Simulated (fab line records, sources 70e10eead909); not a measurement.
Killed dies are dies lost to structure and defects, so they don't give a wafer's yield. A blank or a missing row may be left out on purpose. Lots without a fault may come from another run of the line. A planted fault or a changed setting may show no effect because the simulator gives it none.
Chamber matching | flow nand_harc | NHARC_A_STAIRCASE_TRIM_22 on rie_diel-04: 4 sister chambers
The step chemistry O2, time 211.2 s. 17 wafers are shown with their chamber, then 8 later ones without.

WAFERS WITH THEIR CHAMBER
wafer  | chamber | drypump_motor_current_A (A) | showerhead_plenum_p_Torr (Torr) | rf_vpp_V (V)
L475.2 | 0       | 5.4                         | 3.46                            | 58.3
L475.3 | 3       | 5.7                         | 3.34                            | 56.6
L475.6 | 3       | 5.7                         | 3.34                            | 56.4
L479.1 | 1       | 6.4                         | 3.52                            | 59.5
L479.5 | 3       | 5.7                         | 3.33                            | 57.0
L479.6 | 2       | 6.0                         | 3.36                            | 56.8
L480.4 | 0       | 5.4                         | 3.45                            | 57.9
L482.2 | 3       | 5.7                         | 3.32                            | 57.2
L483.2 | 3       | 5.7                         | 3.32                            | 58.5
L483.4 | 3       | 5.7                         | 3.32                            | 57.0
L491.1 | 1       | 6.4                         | 3.49                            | 57.1
L491.2 | 3       | 5.7                         | 3.31                            | 55.5
L491.6 | 3       | 5.7                         | 3.31                            | 56.7
L490.3 | 3       | 5.7                         | 3.31                            | 57.0
L490.4 | 0       | 5.4                         | 3.43                            | 58.2
L490.5 | 1       | 6.4                         | 3.49                            | 58.3
L493.1 | 1       | 6.3                         | 3.49                            | 56.7

SIGNATURES (means of the wafers above)
reading                  | chamber 0 | chamber 1 | chamber 2 | chamber 3 | scatter within a chamber
drypump_motor_current_A  | 5.400     | 6.375     | 6.000     | 5.700     | 0.024
showerhead_plenum_p_Torr | 3.4467    | 3.4975    | 3.3600    | 3.3222    | 0.0133
rf_vpp_V                 | 58.133    | 57.900    | 56.800    | 56.878    | 0.873
Rule: a wafer's distance from a chamber is the root of the sum, over the readings, of the square of ((its reading less the chamber's mean) divided by the reading's scatter). The wafer belongs to the nearest chamber; if the next one is less than 2 further off, it can't be placed. The scatter: the root of (the sum of the squares of (reading less its chamber's mean) over the shown wafers, divided by (wafers less chambers)).

WAFERS WITHOUT THEIR CHAMBER
wafer  | drypump_motor_current_A (A) | showerhead_plenum_p_Torr (Torr) | rf_vpp_V (V)
L493.4 | 5.4                         | 3.43                            | 57.9
L493.5 | 5.7                         | 3.30                            | 58.0
L496.4 | 5.7                         | 3.30                            | 56.2
L496.5 | 5.7                         | 3.30                            | 56.4
L496.6 | 6.0                         | 3.33                            | 58.7
L497.1 | 6.0                         | 3.33                            | 56.5
L497.2 | 5.7                         | 3.30                            | 59.0
L497.4 | 5.4                         | 3.42                            | 56.7

WHICH CHAMBER EACH WENT THROUGH
wafer  | from the rows above | in truth
L493.4 | 0                   | 0
L493.5 | 3                   | 3
L496.4 | 3                   | 3
L496.5 | 3                   | 3
L496.6 | 2                   | 2
L497.1 | 2                   | 2
L497.2 | 3                   | 3
L497.4 | 0                   | 0
Placed correctly: 8 of 8. Can't be placed from these rows: 0. Placed wrongly: 0.
